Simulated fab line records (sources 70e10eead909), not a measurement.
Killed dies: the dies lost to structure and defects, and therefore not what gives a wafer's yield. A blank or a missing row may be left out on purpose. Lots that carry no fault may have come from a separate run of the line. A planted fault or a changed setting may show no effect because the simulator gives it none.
fab line records || flow nand-harc
record {"lots": 14, "wafers": 40, "last-day": 33}
route steps=1302 shown A_CHANNEL_FILL_D1@513 A_DECK1_JOINT@528 A_ONON_D2@557
lots that met no fault: taken from a fault-free run of the same line
start-h: hours from the record's first day to the start of the lot's first wafer shown || wait-h: hours elapsed since this lot's preceding step || " as in the row above || L1.1+2: several wafers, shown together as one row || - no value present, or no start provided || * or withheld: withheld || < > ~ a bound
route shown NAME@n: names a module that has steps shown in the file, with the first one's number in the route || usual: average and standard deviation across the fault-free wafers || same: alike in all rows || chamber/n: place in a boat || sites: per-site readings || _std_site: the standard deviation of these || _edge_site: inner sites' mean taken away from outer sites' mean || radius-mm: how far each site lies from the wafer's centre || mask NAME#n: copy n || behind: the last tool/chamber to shape the wafer || hold: why the lot was held/for how many hours/how that ended || device: names the non-switching transistor (n, p or np) || end of line: the same wafers' tests at the end of the route || a step given without rows: its recipe and nothing more || killed: the dies lost at the first sort to structure and to defects; this is not the yield of the wafer || map: dies across one wafer; x = killed, . = not, _ = none there
set.NAME: the run value of the setting; set.NAME@STEP: its run value at that earlier step || model.NAME: the simulator's own value behind a step, which no gauge read
route steps across a sampled set of lots; one table per step, one row per wafer
services: when a tool's chamber went out of use (start-h, in hours from the record's first day, below 0 if earlier), for how many hours, and the reason
## steps
# step NHARC_A_CHANNEL_FILL_D1_CMP_10
# recipe {"target-thk-nm": 150}
# usual {"motor-current-A": "12.5/1.2", "time-to-endpoint-s": "14.4/1.9"}
{"lot.wafer": "L727.4", "tool": "cmp-04", "chamber": 2, "start-h": 231.66, "wait-h": 0.4, "motor-current-A": 13.6, "time-to-endpoint-s": 11.6}
{"lot.wafer": "L727.5", "tool": "cmp-04", "chamber": 1, "start-h": 231.66, "wait-h": 0.4, "motor-current-A": 10.8, "time-to-endpoint-s": 11.5}
{"lot.wafer": "L727.6", "tool": "cmp-04", "chamber": 2, "start-h": 231.66, "wait-h": 0.4, "motor-current-A": 14.9, "time-to-endpoint-s": 12.0}
{"lot.wafer": "L728.3", "tool": "cmp-01", "chamber": 2, "start-h": 251.03, "wait-h": 0.4, "motor-current-A": 11.8, "time-to-endpoint-s": 14.2}
{"lot.wafer": "L728.4", "tool": "cmp-01", "chamber": 0, "start-h": 251.03, "wait-h": 0.4, "motor-current-A": 12.3, "time-to-endpoint-s": 12.3}
{"lot.wafer": "L728.6", "tool": "cmp-01", "chamber": 1, "start-h": 251.03, "wait-h": 0.4, "motor-current-A": 10.9, "time-to-endpoint-s": 16.0}
{"lot.wafer": "L730.3", "tool": "cmp-04", "chamber": 0, "start-h": 263.31, "wait-h": 0.4, "motor-current-A": 13.6, "time-to-endpoint-s": 16.5}
{"lot.wafer": "L730.6", "tool": "cmp-04", "chamber": 0, "start-h": 263.31, "wait-h": 0.4, "motor-current-A": 13.6, "time-to-endpoint-s": 16.6}
{"lot.wafer": "L730.5", "tool": "cmp-04", "chamber": 1, "start-h": 263.31, "wait-h": 0.4, "motor-current-A": 10.8, "time-to-endpoint-s": 15.5}
{"lot.wafer": "L729.2", "tool": "cmp-01", "chamber": 3, "start-h": 263.31, "wait-h": 0.4, "motor-current-A": 14.1, "time-to-endpoint-s": 17.4}
{"lot.wafer": "L729.1", "tool": "cmp-01", "chamber": 2, "start-h": 263.31, "wait-h": 0.4, "motor-current-A": 12.5, "time-to-endpoint-s": 13.1}
{"lot.wafer": "L729.6", "tool": "cmp-01", "chamber": 0, "start-h": 263.31, "wait-h": 0.4, "motor-current-A": 12.5, "time-to-endpoint-s": 14.7}
{"lot.wafer": "L731.4", "tool": "cmp-01", "chamber": 3, "start-h": 278.79, "wait-h": 0.4, "motor-current-A": 12.9, "time-to-endpoint-s": 15.5}
{"lot.wafer": "L731.3", "tool": "cmp-01", "chamber": 0, "start-h": 278.79, "wait-h": 0.4, "motor-current-A": 12.7, "time-to-endpoint-s": 11.0}
{"lot.wafer": "L731.5", "tool": "cmp-01", "chamber": 2, "start-h": 278.79, "wait-h": 0.4, "motor-current-A": 12.1, "time-to-endpoint-s": 13.5}
{"lot.wafer": "L732.2", "tool": "cmp-04", "chamber": 1, "start-h": 278.82, "wait-h": 0.4, "motor-current-A": 10.9, "time-to-endpoint-s": 15.3}
{"lot.wafer": "L732.4", "tool": "cmp-04", "chamber": 2, "start-h": 278.82, "wait-h": 0.4, "motor-current-A": 14.3, "time-to-endpoint-s": 15.0}
{"lot.wafer": "L732.5", "tool": "cmp-04", "chamber": 0, "start-h": 278.82, "wait-h": 0.4, "motor-current-A": 13.2, "time-to-endpoint-s": 15.6}
{"lot.wafer": "L733.1", "tool": "cmp-01", "chamber": 0, "start-h": 288.83, "wait-h": 0.4, "motor-current-A": 12.1, "time-to-endpoint-s": 12.9}
{"lot.wafer": "L733.2", "tool": "cmp-01", "chamber": 1, "start-h": 288.83, "wait-h": 0.4, "motor-current-A": 11.4, "time-to-endpoint-s": 16.2}
{"lot.wafer": "L733.3", "tool": "cmp-01", "chamber": 2, "start-h": 288.83, "wait-h": 0.4, "motor-current-A": 13.1, "time-to-endpoint-s": 14.4}
{"lot.wafer": "L734.3", "tool": "cmp-01", "chamber": 0, "start-h": 312.20, "wait-h": 0.4, "motor-current-A": 12.6, "time-to-endpoint-s": 13.1}
{"lot.wafer": "L734.1", "tool": "cmp-01", "chamber": 2, "start-h": 312.20, "wait-h": 0.4, "motor-current-A": 13.0, "time-to-endpoint-s": 14.3}
{"lot.wafer": "L734.5", "tool": "cmp-01", "chamber": 3, "start-h": 312.20, "wait-h": 0.4, "motor-current-A": 14.3, "time-to-endpoint-s": 15.0}
{"lot.wafer": "L735.3", "tool": "cmp-03", "chamber": 1, "start-h": 312.22, "wait-h": 0.4, "motor-current-A": 11.4, "time-to-endpoint-s": 18.6}
{"lot.wafer": "L735.4", "tool": "cmp-03", "chamber": 2, "start-h": 312.22, "wait-h": 0.4, "motor-current-A": 14.7, "time-to-endpoint-s": 12.8}
{"lot.wafer": "L735.5", "tool": "cmp-03", "chamber": 0, "start-h": 312.22, "wait-h": 0.4, "motor-current-A": 10.8, "time-to-endpoint-s": 17.4}
{"lot.wafer": "L737.2", "tool": "cmp-04", "chamber": 3, "start-h": 339.59, "wait-h": 0.4, "motor-current-A": 12.5, "time-to-endpoint-s": 16.2}
{"lot.wafer": "L737.4", "tool": "cmp-04", "chamber": 1, "start-h": 339.59, "wait-h": 0.4, "motor-current-A": 10.8, "time-to-endpoint-s": 13.8}
{"lot.wafer": "L737.6", "tool": "cmp-04", "chamber": 2, "start-h": 339.59, "wait-h": 0.4, "motor-current-A": 14.1, "time-to-endpoint-s": 15.3}
{"lot.wafer": "L741.4", "tool": "cmp-04", "chamber": 2, "start-h": 383.89, "wait-h": 0.4, "motor-current-A": 13.7, "time-to-endpoint-s": 15.5}
{"lot.wafer": "L741.5", "tool": "cmp-04", "chamber": 1, "start-h": 383.89, "wait-h": 0.4, "motor-current-A": 10.9, "time-to-endpoint-s": 15.7}
{"lot.wafer": "L744.4", "tool": "cmp-03", "chamber": 0, "start-h": 401.27, "wait-h": 0.4, "motor-current-A": 11.1, "time-to-endpoint-s": 15.5}
{"lot.wafer": "L744.2", "tool": "cmp-03", "chamber": 1, "start-h": 401.27, "wait-h": 0.4, "motor-current-A": 11.4, "time-to-endpoint-s": 16.2}
{"lot.wafer": "L748.4", "tool": "cmp-03", "chamber": 2, "start-h": 446.91, "wait-h": 0.4, "motor-current-A": 14.7, "time-to-endpoint-s": 12.2}
{"lot.wafer": "L748.1", "tool": "cmp-03", "chamber": 3, "start-h": 446.91, "wait-h": 0.4, "motor-current-A": 13.1, "time-to-endpoint-s": 12.9}
{"lot.wafer": "L748.6", "tool": "cmp-03", "chamber": 2, "start-h": 446.91, "wait-h": 0.4, "motor-current-A": 14.2, "time-to-endpoint-s": 10.6}
{"lot.wafer": "L749.2", "tool": "cmp-04", "chamber": 2, "start-h": 458.16, "wait-h": 0.4, "motor-current-A": 13.2, "time-to-endpoint-s": 12.2}
{"lot.wafer": "L749.6", "tool": "cmp-04", "chamber": 2, "start-h": 458.16, "wait-h": 0.4, "motor-current-A": 14.2, "time-to-endpoint-s": 13.4}
{"lot.wafer": "L749.5", "tool": "cmp-04", "chamber": 3, "start-h": 458.16, "wait-h": 0.4, "motor-current-A": 12.0, "time-to-endpoint-s": 14.8}
# step NHARC_A_DECK1_JOINT_THK_MEAS_14
# recipe {"thk-meas-gauge": "ellipsometry"}
# usual {"thk-nm": "51.1/1.4"}
{"lot.wafer": "L727.4", "tool": "film-metro-02", "chamber": "-", "start-h": 242.74, "wait-h": 0.2, "thk-nm": 52.3}
{"lot.wafer": "L727.5", "tool": "film-metro-02", "chamber": "-", "start-h": 242.74, "wait-h": 0.2, "thk-nm": 51.6}
{"lot.wafer": "L727.6", "tool": "film-metro-02", "chamber": "-", "start-h": 242.74, "wait-h": 0.2, "thk-nm": 52.6}
{"lot.wafer": "L728.3", "tool": "film-metro-02", "chamber": "-", "start-h": 265.09, "wait-h": 0.2, "thk-nm": 51.3}
{"lot.wafer": "L728.4", "tool": "film-metro-02", "chamber": "-", "start-h": 265.09, "wait-h": 0.2, "thk-nm": 51.9}
{"lot.wafer": "L728.6", "tool": "film-metro-02", "chamber": "-", "start-h": 265.09, "wait-h": 0.2, "thk-nm": 49.9}
{"lot.wafer": "L730.3", "tool": "film-metro-02", "chamber": "-", "start-h": 274.34, "wait-h": 0.2, "thk-nm": 51.9}
{"lot.wafer": "L730.5", "tool": "film-metro-02", "chamber": "-", "start-h": 274.34, "wait-h": 0.2, "thk-nm": 50.0}
{"lot.wafer": "L730.6", "tool": "film-metro-02", "chamber": "-", "start-h": 274.34, "wait-h": 0.2, "thk-nm": 53.0}
{"lot.wafer": "L729.1", "tool": "film-metro-01", "chamber": "-", "start-h": 274.34, "wait-h": 0.2, "thk-nm": 49.0}
{"lot.wafer": "L729.2", "tool": "film-metro-01", "chamber": "-", "start-h": 274.34, "wait-h": 0.2, "thk-nm": 50.6}
{"lot.wafer": "L729.6", "tool": "film-metro-01", "chamber": "-", "start-h": 274.34, "wait-h": 0.2, "thk-nm": 49.4}
{"lot.wafer": "L732.2", "tool": "film-metro-01", "chamber": "-", "start-h": 289.77, "wait-h": 0.2, "thk-nm": 50.6}
{"lot.wafer": "L732.4", "tool": "film-metro-01", "chamber": "-", "start-h": 289.77, "wait-h": 0.2, "thk-nm": 50.0}
{"lot.wafer": "L732.5", "tool": "film-metro-01", "chamber": "-", "start-h": 289.77, "wait-h": 0.2, "thk-nm": 51.7}
{"lot.wafer": "L731.3", "tool": "film-metro-02", "chamber": "-", "start-h": 289.77, "wait-h": 0.2, "thk-nm": 52.1}
{"lot.wafer": "L731.4", "tool": "film-metro-02", "chamber": "-", "start-h": 289.77, "wait-h": 0.2, "thk-nm": 51.0}
{"lot.wafer": "L731.5", "tool": "film-metro-02", "chamber": "-", "start-h": 289.77, "wait-h": 0.2, "thk-nm": 53.1}
{"lot.wafer": "L733.1", "tool": "film-metro-01", "chamber": "-", "start-h": 299.65, "wait-h": 0.2, "thk-nm": 51.0}
{"lot.wafer": "L733.2", "tool": "film-metro-01", "chamber": "-", "start-h": 299.65, "wait-h": 0.2, "thk-nm": 49.7}
{"lot.wafer": "L733.3", "tool": "film-metro-01", "chamber": "-", "start-h": 299.65, "wait-h": 0.2, "thk-nm": 51.7}
{"lot.wafer": "L735.3", "tool": "film-metro-01", "chamber": "-", "start-h": 323.48, "wait-h": 0.2, "thk-nm": 52.4}
{"lot.wafer": "L735.4", "tool": "film-metro-01", "chamber": "-", "start-h": 323.48, "wait-h": 0.2, "thk-nm": 47.9}
{"lot.wafer": "L735.5", "tool": "film-metro-01", "chamber": "-", "start-h": 323.48, "wait-h": 0.2, "thk-nm": 52.8}
{"lot.wafer": "L734.1", "tool": "film-metro-02", "chamber": "-", "start-h": 323.48, "wait-h": 0.2, "thk-nm": 50.8}
{"lot.wafer": "L734.3", "tool": "film-metro-02", "chamber": "-", "start-h": 323.48, "wait-h": 0.2, "thk-nm": 50.6}
{"lot.wafer": "L734.5", "tool": "film-metro-02", "chamber": "-", "start-h": 323.48, "wait-h": 0.2, "thk-nm": 51.6}
{"lot.wafer": "L737.2", "tool": "film-metro-01", "chamber": "-", "start-h": 353.50, "wait-h": 0.2, "thk-nm": 51.5}
{"lot.wafer": "L737.4", "tool": "film-metro-01", "chamber": "-", "start-h": 353.50, "wait-h": 0.2, "thk-nm": 50.1}
{"lot.wafer": "L737.6", "tool": "film-metro-01", "chamber": "-", "start-h": 353.50, "wait-h": 0.2, "thk-nm": 49.6}
{"lot.wafer": "L741.4", "tool": "film-metro-02", "chamber": "-", "start-h": 394.92, "wait-h": 0.2, "thk-nm": 53.5}
{"lot.wafer": "L741.5", "tool": "film-metro-02", "chamber": "-", "start-h": 394.92, "wait-h": 0.2, "thk-nm": 50.4}
{"lot.wafer": "L744.2", "tool": "film-metro-02", "chamber": "-", "start-h": 412.24, "wait-h": 0.2, "thk-nm": 51.9}
{"lot.wafer": "L744.4", "tool": "film-metro-02", "chamber": "-", "start-h": 412.24, "wait-h": 0.2, "thk-nm": 53.0}
{"lot.wafer": "L748.1", "tool": "film-metro-01", "chamber": "-", "start-h": 457.92, "wait-h": 0.2, "thk-nm": 50.0}
{"lot.wafer": "L748.4", "tool": "film-metro-01", "chamber": "-", "start-h": 457.92, "wait-h": 0.2, "thk-nm": 51.7}
{"lot.wafer": "L748.6", "tool": "film-metro-01", "chamber": "-", "start-h": 457.92, "wait-h": 0.2, "thk-nm": 51.2}
{"lot.wafer": "L749.2", "tool": "film-metro-01", "chamber": "-", "start-h": 469.01, "wait-h": 0.2, "thk-nm": 51.4}
{"lot.wafer": "L749.5", "tool": "film-metro-01", "chamber": "-", "start-h": 469.01, "wait-h": 0.2, "thk-nm": 53.3}
{"lot.wafer": "L749.6", "tool": "film-metro-01", "chamber": "-", "start-h": 469.01, "wait-h": 0.2, "thk-nm": 54.1}
# step NHARC_A_ONON_D2_THK_MEAS_18
# recipe {"thk-meas-gauge": "ellipsometry"}
# usual {"thk-nm": "1002/10"}
{"lot.wafer": "L727.4", "tool": "film-metro-02", "chamber": "-", "start-h": 281.12, "wait-h": "-", "thk-nm": 1007}
{"lot.wafer": "L727.5", "tool": "film-metro-02", "chamber": "-", "start-h": 281.12, "wait-h": "-", "thk-nm": 1007}
{"lot.wafer": "L727.6", "tool": "film-metro-02", "chamber": "-", "start-h": 281.12, "wait-h": "-", "thk-nm": 1008}
{"lot.wafer": "L728.3", "tool": "film-metro-01", "chamber": "-", "start-h": 304.35, "wait-h": "-", "thk-nm": 1006}
{"lot.wafer": "L728.4", "tool": "film-metro-01", "chamber": "-", "start-h": 304.35, "wait-h": "-", "thk-nm": 1006}
{"lot.wafer": "L728.6", "tool": "film-metro-01", "chamber": "-", "start-h": 304.35, "wait-h": "-", "thk-nm": 1006}
{"lot.wafer": "L729.1", "tool": "film-metro-02", "chamber": "-", "start-h": 313.10, "wait-h": "-", "thk-nm": 1005}
{"lot.wafer": "L729.2", "tool": "film-metro-02", "chamber": "-", "start-h": 313.10, "wait-h": "-", "thk-nm": 1003}
{"lot.wafer": "L729.6", "tool": "film-metro-02", "chamber": "-", "start-h": 313.10, "wait-h": "-", "thk-nm": 1002}
{"lot.wafer": "L730.3", "tool": "film-metro-01", "chamber": "-", "start-h": 313.10, "wait-h": "-", "thk-nm": 991}
{"lot.wafer": "L730.5", "tool": "film-metro-01", "chamber": "-", "start-h": 313.10, "wait-h": "-", "thk-nm": 988}
{"lot.wafer": "L730.6", "tool": "film-metro-01", "chamber": "-", "start-h": 313.10, "wait-h": "-", "thk-nm": 990}
{"lot.wafer": "L732.2", "tool": "film-metro-01", "chamber": "-", "start-h": 326.30, "wait-h": "-", "thk-nm": 1007}
{"lot.wafer": "L732.4", "tool": "film-metro-01", "chamber": "-", "start-h": 326.30, "wait-h": "-", "thk-nm": 1006}
{"lot.wafer": "L732.5", "tool": "film-metro-01", "chamber": "-", "start-h": 326.30, "wait-h": "-", "thk-nm": 1006}
{"lot.wafer": "L731.3", "tool": "film-metro-02", "chamber": "-", "start-h": 326.30, "wait-h": "-", "thk-nm": 1020}
{"lot.wafer": "L731.4", "tool": "film-metro-02", "chamber": "-", "start-h": 326.30, "wait-h": "-", "thk-nm": 1017}
{"lot.wafer": "L731.5", "tool": "film-metro-02", "chamber": "-", "start-h": 326.30, "wait-h": "-", "thk-nm": 1018}
{"lot.wafer": "L733.1", "tool": "film-metro-01", "chamber": "-", "start-h": 331.72, "wait-h": "-", "thk-nm": 996}
{"lot.wafer": "L733.2", "tool": "film-metro-01", "chamber": "-", "start-h": 331.72, "wait-h": "-", "thk-nm": 993}
{"lot.wafer": "L733.3", "tool": "film-metro-01", "chamber": "-", "start-h": 331.72, "wait-h": "-", "thk-nm": 993}
{"lot.wafer": "L734.1", "tool": "film-metro-02", "chamber": "-", "start-h": 357.74, "wait-h": "-", "thk-nm": 1002}
{"lot.wafer": "L734.3", "tool": "film-metro-02", "chamber": "-", "start-h": 357.74, "wait-h": "-", "thk-nm": 1002}
{"lot.wafer": "L734.5", "tool": "film-metro-02", "chamber": "-", "start-h": 357.74, "wait-h": "-", "thk-nm": 1002}
{"lot.wafer": "L735.3", "tool": "film-metro-01", "chamber": "-", "start-h": 357.74, "wait-h": "-", "thk-nm": 993}
{"lot.wafer": "L735.4", "tool": "film-metro-01", "chamber": "-", "start-h": 357.74, "wait-h": "-", "thk-nm": 993}
{"lot.wafer": "L735.5", "tool": "film-metro-01", "chamber": "-", "start-h": 357.74, "wait-h": "-", "thk-nm": 994}
{"lot.wafer": "L737.2", "tool": "film-metro-02", "chamber": "-", "start-h": 388.49, "wait-h": "-", "thk-nm": 1013}
{"lot.wafer": "L737.4", "tool": "film-metro-02", "chamber": "-", "start-h": 388.49, "wait-h": "-", "thk-nm": 1013}
{"lot.wafer": "L737.6", "tool": "film-metro-02", "chamber": "-", "start-h": 388.49, "wait-h": "-", "thk-nm": 1014}
{"lot.wafer": "L741.4", "tool": "film-metro-01", "chamber": "-", "start-h": 430.71, "wait-h": "-", "thk-nm": 1003}
{"lot.wafer": "L741.5", "tool": "film-metro-01", "chamber": "-", "start-h": 430.71, "wait-h": "-", "thk-nm": 1000}
{"lot.wafer": "L744.2", "tool": "film-metro-02", "chamber": "-", "start-h": 445.76, "wait-h": "-", "thk-nm": 1005}
{"lot.wafer": "L744.4", "tool": "film-metro-02", "chamber": "-", "start-h": 445.76, "wait-h": "-", "thk-nm": 1006}
{"lot.wafer": "L748.1", "tool": "film-metro-01", "chamber": "-", "start-h": 494.54, "wait-h": "-", "thk-nm": 1000}
{"lot.wafer": "L748.4", "tool": "film-metro-01", "chamber": "-", "start-h": 494.54, "wait-h": "-", "thk-nm": 998}
{"lot.wafer": "L748.6", "tool": "film-metro-01", "chamber": "-", "start-h": 494.54, "wait-h": "-", "thk-nm": 1001}
{"lot.wafer": "L749.2", "tool": "film-metro-01", "chamber": "-", "start-h": 508.78, "wait-h": "-", "thk-nm": 988}
{"lot.wafer": "L749.5", "tool": "film-metro-01", "chamber": "-", "start-h": 508.78, "wait-h": "-", "thk-nm": 987}
{"lot.wafer": "L749.6", "tool": "film-metro-01", "chamber": "-", "start-h": 508.78, "wait-h": "-", "thk-nm": 986}
# step NHARC_A_ONON_D2_DEP_19
# recipe {"target-thk-a": 10000, "n2-flow-sccm": 2750, "n2o-flow-sccm": 2000, "nh3-flow-sccm": 500, "sih4-flow-sccm": 210, "temp-c": 400}
{"lot.wafer": "L727.4+5+6", "tool": "pecvd-onon-02", "chamber": 0, "start-h": 281.35, "wait-h": 0.2}
{"lot.wafer": "L728.3+4+6", "tool": "pecvd-onon-03", "chamber": 0, "start-h": 304.52, "wait-h": 0.2}
{"lot.wafer": "L729.1+2+6", "tool": "pecvd-onon-01", "chamber": 0, "start-h": 313.16, "wait-h": 0.1}
{"lot.wafer": "L730.3+5+6", "tool": "pecvd-onon-02", "chamber": 0, "start-h": 313.27, "wait-h": 0.2}
{"lot.wafer": "L732.2+4+5", "tool": "pecvd-onon-01", "chamber": 0, "start-h": 326.41, "wait-h": 0.1}
{"lot.wafer": "L731.3+4+5", "tool": "pecvd-onon-02", "chamber": 0, "start-h": 326.48, "wait-h": 0.2}
{"lot.wafer": "L733.1+2+3", "tool": "pecvd-onon-03", "chamber": 0, "start-h": 331.77, "wait-h": 0.1}
{"lot.wafer": "L734.1+3+5", "tool": "pecvd-onon-01", "chamber": 0, "start-h": 357.79, "wait-h": 0.1}
{"lot.wafer": "L735.3+4+5", "tool": "pecvd-onon-03", "chamber": 0, "start-h": 357.91, "wait-h": 0.2}
{"lot.wafer": "L737.2+4+6", "tool": "pecvd-onon-01", "chamber": 0, "start-h": 388.61, "wait-h": 0.1}
{"lot.wafer": "L741.4+5", "tool": "pecvd-onon-01", "chamber": 0, "start-h": 430.94, "wait-h": 0.2}
{"lot.wafer": "L744.2+4", "tool": "pecvd-onon-01", "chamber": 0, "start-h": 445.88, "wait-h": 0.1}
{"lot.wafer": "L748.1+4+6", "tool": "pecvd-onon-02", "chamber": 0, "start-h": 494.59, "wait-h": 0.1}
{"lot.wafer": "L749.2+5+6", "tool": "pecvd-onon-03", "chamber": 0, "start-h": 508.89, "wait-h": 0.1}
# step NHARC_A_ONON_D2_THK_MEAS_21
# recipe {"thk-meas-gauge": "ellipsometry"}
# usual {"thk-nm": "997/11"}
{"lot.wafer": "L727.4", "tool": "film-metro-01", "chamber": "-", "start-h": 281.71, "wait-h": "-", "thk-nm": 981}
{"lot.wafer": "L727.5", "tool": "film-metro-01", "chamber": "-", "start-h": 281.71, "wait-h": "-", "thk-nm": 981}
{"lot.wafer": "L727.6", "tool": "film-metro-01", "chamber": "-", "start-h": 281.71, "wait-h": "-", "thk-nm": 980}
{"lot.wafer": "L728.3", "tool": "film-metro-02", "chamber": "-", "start-h": 304.93, "wait-h": "-", "thk-nm": 999}
{"lot.wafer": "L728.4", "tool": "film-metro-02", "chamber": "-", "start-h": 304.93, "wait-h": "-", "thk-nm": 1000}
{"lot.wafer": "L728.6", "tool": "film-metro-02", "chamber": "-", "start-h": 304.93, "wait-h": "-", "thk-nm": 1001}
{"lot.wafer": "L729.1", "tool": "film-metro-02", "chamber": "-", "start-h": 313.67, "wait-h": "-", "thk-nm": 989}
{"lot.wafer": "L729.2", "tool": "film-metro-02", "chamber": "-", "start-h": 313.67, "wait-h": "-", "thk-nm": 988}
{"lot.wafer": "L729.6", "tool": "film-metro-02", "chamber": "-", "start-h": 313.67, "wait-h": "-", "thk-nm": 990}
{"lot.wafer": "L730.3", "tool": "film-metro-01", "chamber": "-", "start-h": 313.67, "wait-h": "-", "thk-nm": 990}
{"lot.wafer": "L730.5", "tool": "film-metro-01", "chamber": "-", "start-h": 313.67, "wait-h": "-", "thk-nm": 989}
{"lot.wafer": "L730.6", "tool": "film-metro-01", "chamber": "-", "start-h": 313.67, "wait-h": "-", "thk-nm": 990}
{"lot.wafer": "L732.2", "tool": "film-metro-02", "chamber": "-", "start-h": 326.86, "wait-h": "-", "thk-nm": 1007}
{"lot.wafer": "L732.4", "tool": "film-metro-02", "chamber": "-", "start-h": 326.86, "wait-h": "-", "thk-nm": 1008}
{"lot.wafer": "L732.5", "tool": "film-metro-02", "chamber": "-", "start-h": 326.86, "wait-h": "-", "thk-nm": 1005}
{"lot.wafer": "L731.3", "tool": "film-metro-01", "chamber": "-", "start-h": 326.90, "wait-h": "-", "thk-nm": 997}
{"lot.wafer": "L731.4", "tool": "film-metro-01", "chamber": "-", "start-h": 326.90, "wait-h": "-", "thk-nm": 998}
{"lot.wafer": "L731.5", "tool": "film-metro-01", "chamber": "-", "start-h": 326.90, "wait-h": "-", "thk-nm": 998}
{"lot.wafer": "L733.1", "tool": "film-metro-02", "chamber": "-", "start-h": 332.28, "wait-h": "-", "thk-nm": 1000}
{"lot.wafer": "L733.2", "tool": "film-metro-02", "chamber": "-", "start-h": 332.28, "wait-h": "-", "thk-nm": 1001}
{"lot.wafer": "L733.3", "tool": "film-metro-02", "chamber": "-", "start-h": 332.28, "wait-h": "-", "thk-nm": 1000}
{"lot.wafer": "L734.1", "tool": "film-metro-02", "chamber": "-", "start-h": 358.30, "wait-h": "-", "thk-nm": 993}
{"lot.wafer": "L734.3", "tool": "film-metro-02", "chamber": "-", "start-h": 358.30, "wait-h": "-", "thk-nm": 995}
{"lot.wafer": "L734.5", "tool": "film-metro-02", "chamber": "-", "start-h": 358.30, "wait-h": "-", "thk-nm": 994}
{"lot.wafer": "L735.3", "tool": "film-metro-01", "chamber": "-", "start-h": 358.31, "wait-h": "-", "thk-nm": 984}
{"lot.wafer": "L735.4", "tool": "film-metro-01", "chamber": "-", "start-h": 358.31, "wait-h": "-", "thk-nm": 982}
{"lot.wafer": "L735.5", "tool": "film-metro-01", "chamber": "-", "start-h": 358.31, "wait-h": "-", "thk-nm": 981}
{"lot.wafer": "L737.2", "tool": "film-metro-02", "chamber": "-", "start-h": 389.06, "wait-h": "-", "thk-nm": 1014}
{"lot.wafer": "L737.4", "tool": "film-metro-02", "chamber": "-", "start-h": 389.06, "wait-h": "-", "thk-nm": 1015}
{"lot.wafer": "L737.6", "tool": "film-metro-02", "chamber": "-", "start-h": 389.06, "wait-h": "-", "thk-nm": 1014}
{"lot.wafer": "L741.4", "tool": "film-metro-01", "chamber": "-", "start-h": 431.28, "wait-h": "-", "thk-nm": 1078}
{"lot.wafer": "L741.5", "tool": "film-metro-01", "chamber": "-", "start-h": 431.28, "wait-h": "-", "thk-nm": 987}
{"lot.wafer": "L744.2", "tool": "film-metro-02", "chamber": "-", "start-h": 446.34, "wait-h": "-", "thk-nm": 1008}
{"lot.wafer": "L744.4", "tool": "film-metro-02", "chamber": "-", "start-h": 446.34, "wait-h": "-", "thk-nm": 1099}
{"lot.wafer": "L748.1", "tool": "film-metro-01", "chamber": "-", "start-h": 495.10, "wait-h": "-", "thk-nm": 995}
{"lot.wafer": "L748.4", "tool": "film-metro-01", "chamber": "-", "start-h": 495.10, "wait-h": "-", "thk-nm": 995}
{"lot.wafer": "L748.6", "tool": "film-metro-01", "chamber": "-", "start-h": 495.10, "wait-h": "-", "thk-nm": 996}
{"lot.wafer": "L749.2", "tool": "film-metro-02", "chamber": "-", "start-h": 509.35, "wait-h": "-", "thk-nm": 1012}
{"lot.wafer": "L749.5", "tool": "film-metro-02", "chamber": "-", "start-h": 509.35, "wait-h": "-", "thk-nm": 1010}
{"lot.wafer": "L749.6", "tool": "film-metro-02", "chamber": "-", "start-h": 509.35, "wait-h": "-", "thk-nm": 1011}
## services
{"tool": "cmp-04", "chamber": "-", "start-h": 210.85, "hours": 4.0, "kind": "pm"}
{"tool": "cmp-01", "chamber": "-", "start-h": 226.40, "hours": 0.6, "kind": "repair"}
{"tool": "pecvd-onon-03", "chamber": "-", "start-h": 227.19, "hours": 13.0, "kind": "pm"}
{"tool": "cmp-01", "chamber": "-", "start-h": 240.47, "hours": 2.1, "kind": "repair"}
{"tool": "cmp-01", "chamber": "-", "start-h": 259.44, "hours": 0.5, "kind": "repair"}
{"tool": "cmp-03", "chamber": "-", "start-h": 260.07, "hours": 4.0, "kind": "pm"}
{"tool": "cmp-04", "chamber": "-", "start-h": 260.35, "hours": 2.3, "kind": "repair"}
{"tool": "pecvd-onon-01", "chamber": "-", "start-h": 269.27, "hours": 13.0, "kind": "pm"}
{"tool": "cmp-03", "chamber": "-", "start-h": 271.92, "hours": 4.3, "kind": "repair"}
{"tool": "cmp-01", "chamber": "-", "start-h": 283.50, "hours": 4.0, "kind": "pm"}
{"tool": "cmp-03", "chamber": "-", "start-h": 291.00, "hours": 0.6, "kind": "repair"}
{"tool": "cmp-04", "chamber": "-", "start-h": 308.85, "hours": 4.0, "kind": "pm"}
{"tool": "cmp-03", "chamber": "-", "start-h": 356.92, "hours": 1.2, "kind": "repair"}
{"tool": "cmp-03", "chamber": "-", "start-h": 364.67, "hours": 3.4, "kind": "repair"}
{"tool": "pecvd-onon-02", "chamber": "-", "start-h": 366.00, "hours": 13.0, "kind": "pm"}
{"tool": "cmp-01", "chamber": "-", "start-h": 381.50, "hours": 4.0, "kind": "pm"}
{"tool": "cmp-04", "chamber": "-", "start-h": 406.85, "hours": 4.0, "kind": "pm"}
{"tool": "pecvd-onon-03", "chamber": "-", "start-h": 408.19, "hours": 13.0, "kind": "pm"}
{"tool": "cmp-01", "chamber": "-", "start-h": 429.51, "hours": 1.8, "kind": "repair"}
{"tool": "cmp-01", "chamber": "-", "start-h": 432.08, "hours": 0.4, "kind": "repair"}
{"tool": "pecvd-onon-01", "chamber": "-", "start-h": 450.27, "hours": 13.0, "kind": "pm"}
{"tool": "cmp-01", "chamber": "-", "start-h": 479.50, "hours": 4.0, "kind": "pm"}
{"tool": "cmp-04", "chamber": "-", "start-h": 503.87, "hours": 0.8, "kind": "repair"}
{"tool": "cmp-04", "chamber": "-", "start-h": 504.85, "hours": 4.0, "kind": "pm"}
## key
first-sign {"step": "NHARC_A_ONON_D2_THK_MEAS_21", "reading": "thk-nm", "direction": "up", "sigmas": 8.6, "usual": 997, "struck": 1089}
effect none on later readings
met-at NHARC_A_ONON_D2_DEP_19
struck-lots L741,L744
struck-wafers L741.4,L744.4
later-rows-left-out L741.4,L744.4
sort-left-out L741.4,L744.4
tester-left-out L741,L744
not-acting-at NHARC_A_CHANNEL_FILL_D1_CMP_10,NHARC_A_DECK1_JOINT_THK_MEAS_14,NHARC_A_ONON_D2_THK_MEAS_18
onset-between 388.61 430.94
fault {"kind": "process-parameter-drift", "tool": "pecvd-onon-01", "chamber": "-", "onset-h": 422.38, "steps": "NHARC_A_ONON_D2_DEP_19", "channel": "target-thk-a", "offset": "*", "shape": "step", "end-h": 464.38, "scope": "struck-wafers-only", "acts-in": "*", "stated": "*"}
# tester-left-out: of these lots the tester's yield and bins aren't shown, on N5 and GAA mostly nor the transistor test; their killed dies are dies lost to structure and defects alone, not to doping, threshold or leakage, so they don't give the yield
# sort-left-out: the simulated sort isn't trusted on such a fault, so these wafers' sort isn't shown, and their yield isn't known
# later-rows-left-out: the simulator's readings of these wafers behind a module that went badly wrong aren't trusted and aren't shown, but for the sort
